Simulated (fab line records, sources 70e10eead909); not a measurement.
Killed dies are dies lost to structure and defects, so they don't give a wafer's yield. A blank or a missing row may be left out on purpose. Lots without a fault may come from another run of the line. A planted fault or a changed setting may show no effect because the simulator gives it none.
A struck lot beside a sound one | flow nand_harc | 15 steps out of a route of 1159
Sound: wafers L544.1, L544.5, L544.6. Struck: wafers L536.2, L536.5, L536.6. The cause comes at the end.
At each step with rows: each side's tool, then ch and its chambers, then its first start. Under that, the readings that differ: sound wafers | struck wafers | difference of the means | sigmas: that difference in standard deviations of wafers without a fault.
alike: readings whose means differ by less than 2 such deviations, and words and numbers that are the same on both sides. not compared: withheld readings, readings that some wafer has no value for, bounds like >300 that may hide the same value, and numbers for which the record gives no deviation and whose values overlap.
The two part at a step that has a row with sigmas, a row that says differs or no value, or rows on one side only. Numbers that don't overlap but have no deviation are shown without sigmas and don't part them. A reading that every wafer of one side lacks parts them only if that side has two wafers or more.

first, 2 steps without rows for these wafers: NHARC_P_M0_DESCUM_14 (chemistry O2, time 3 s); NHARC_P_M0_ETCH_34 (etches the open film in N2/H2, target depth 40 nm, overetch 12 nm, time 43.94 s).
NHARC_P_M0_ETCH_15: etches the open film in C4F8/Ar, target depth 150 nm, overetch 15 nm, time 82.5 s.
  sound on rie_diel-01 ch 1,2,3; struck on rie_diel-01 ch 1,2
  alike: oes_product_au, rf_vpp_V
  not compared: rf_hours_counter_h
NHARC_P_M0_CD_MEAS_16:
  sound on cd_sem-03, day 9 23:20; struck on cd_sem-01, day 8 04:35
  alike: cd_nm
NHARC_P_M0_STRIP_18: strips in N2/H2.
  sound on rie_diel-13 ch 0,1,3, day 9 23:28; struck on rie_diel-13 ch 1,2,3, day 8 04:44
  alike: drypump_motor_current_A, n2_flow_sccm, oes_product_au, rf_vpp_V, showerhead_plenum_p_Torr, throttle_valve_pct
  not compared: rf_hours_counter_h
then, 2 steps without rows for these wafers: NHARC_P_M0_STRIP_19 (strips in post etch residue remover, time 600 s); NHARC_P_M0_DEGAS_28 (time 60 s).
NHARC_P_M0_PRE_CLEAN_29: time 30 s.
  sound on pvd_sputter-03; struck on pvd_sputter-01
  alike: heater_power_w
NHARC_P_M0_PVD_20: deposits TaN, target thk 5 nm, time 8.06 s.
  sound on pvd_sputter-03; struck on pvd_sputter-01
  alike: throttle_valve_pct
then, 2 steps without rows for these wafers: NHARC_P_M0_PVD_21 (deposits Cu, target thk 30 nm, time 20.49 s); NHARC_P_M0_ECD_22 (material Cu, target thk 400 nm).
NHARC_P_M0_ANNEAL_30: time 90 s.
  sound on rtp_anneal-02 ch 0, day 10 00:43; struck on rtp_anneal-01 ch 0, day 8 06:07
  reading          | sound             | struck            | difference | sigmas
  wafer_temp_C_max | 226.3 227.3 227.0 | 225.6 225.4 225.4 | -1.4       | -3
NHARC_P_M0_CMP_23: polishes, t overpolish 20 s, target thk 117.53 nm.
  sound on cmp-03 ch 1,2,3, day 10 01:08; struck on cmp-02 ch 0,1,2, day 8 06:31
  no value came back on the struck wafers for edge_zone_pressure_frac, motor_current_A (A), time_to_endpoint_s (s); on the sound wafers edge_zone_pressure_frac reads 1.000 1.005 0.997
NHARC_P_M0_THK_MEAS_24: measures by xrf.
  sound on film_metro-02, day 10 01:22; struck on film_metro-02, day 8 06:44
  reading     | sound             | struck            | difference | sigmas
  thk_nm (nm) | 117.3 118.1 118.4 | 395.9 396.5 392.9 | +277.2     | +99 or more
then, 1 step without rows for these wafers: NHARC_P_M0_SRD_25.

WHERE THEY PART
First at NHARC_P_M0_ANNEAL_30; last, within this record, at NHARC_P_M0_THK_MEAS_24.

WHY: what the simulator had put in
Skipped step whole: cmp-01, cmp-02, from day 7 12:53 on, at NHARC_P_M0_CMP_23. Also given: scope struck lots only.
